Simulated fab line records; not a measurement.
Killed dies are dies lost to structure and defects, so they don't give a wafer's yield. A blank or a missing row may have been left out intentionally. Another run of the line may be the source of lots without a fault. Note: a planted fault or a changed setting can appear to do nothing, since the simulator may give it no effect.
What tool caused it? || flow n5Finfet || 12 lots, 36 wafers sampled, at 1 step of a route of 1938

== WHAT THE GAUGES SHOWED, per wafer ==
N5_BEOL_M7_THK_MEAS_01.
{"lot": "L075", "measured": "day 9 16:35", "on": "filmMetro-02", "M7_ILD_THK (nm)": "151.5 153.9 154.5"}
{"lot": "L077", "measured": "day 10 06:20", "on": "filmMetro-01", "M7_ILD_THK (nm)": "156.2 155.4 157.4"}
{"lot": "L078", "measured": "day 10 12:08", "on": "filmMetro-02", "M7_ILD_THK (nm)": "151.1 152.6 151.2"}
{"lot": "L081", "measured": "day 11 05:22", "on": "filmMetro-02", "M7_ILD_THK (nm)": "150.0 153.2 152.8"}
{"lot": "L083", "measured": "day 11 19:08", "on": "filmMetro-01", "M7_ILD_THK (nm)": "153.3 154.5 155.2"}
{"lot": "L084", "measured": "day 12 02:36", "on": "filmMetro-02", "M7_ILD_THK (nm)": "156.6 154.9 159.9"}
{"lot": "L086", "measured": "day 12 07:29", "on": "filmMetro-02", "M7_ILD_THK (nm)": "152.8 153.9 152.7"}
{"lot": "L089", "measured": "day 13 02:27", "on": "filmMetro-02", "M7_ILD_THK (nm)": "153.4 154.5 155.6"}
{"lot": "L091", "measured": "day 14 01:43", "on": "filmMetro-02", "M7_ILD_THK (nm)": "153.2 151.5 154.9"}
{"lot": "L094", "measured": "day 14 05:27", "on": "filmMetro-01", "M7_ILD_THK (nm)": "152.8 156.5 155.6"}
{"lot": "L093", "measured": "day 14 06:35", "on": "filmMetro-01", "M7_ILD_THK (nm)": "155.2 155.2 157.7"}
{"lot": "L097", "measured": "day 15 06:25", "on": "filmMetro-01", "M7_ILD_THK (nm)": "156.8 154.0 157.9"}

== TOOL THAT RAN EACH LOT (tool first, then ch and the chambers of the sampled wafers, then the start) ==
The record shows no process step preceding these readings.

== THE ANSWER, worked out from the rows above alone ==
Rule: what is usual is taken from the lots themselves. The widest of any qualifying gaps counts: lots, ordered by their means at a reading, are off when they make up no more than a third of the lots, leave a main group of 4 or more, and stand apart from it by 3 or more times the standard deviation of that group's means. Not used: any main group whose means are identical at the precision the tables above print for the reading. Also off: a lot with no number at a reading for which 4 or more lots have one. All remaining lots with rows at the step are treated as sound.
None of the lots is off at any reading shown; this tells nothing.

== WHAT THE SIMULATOR HAD INSERTED ==
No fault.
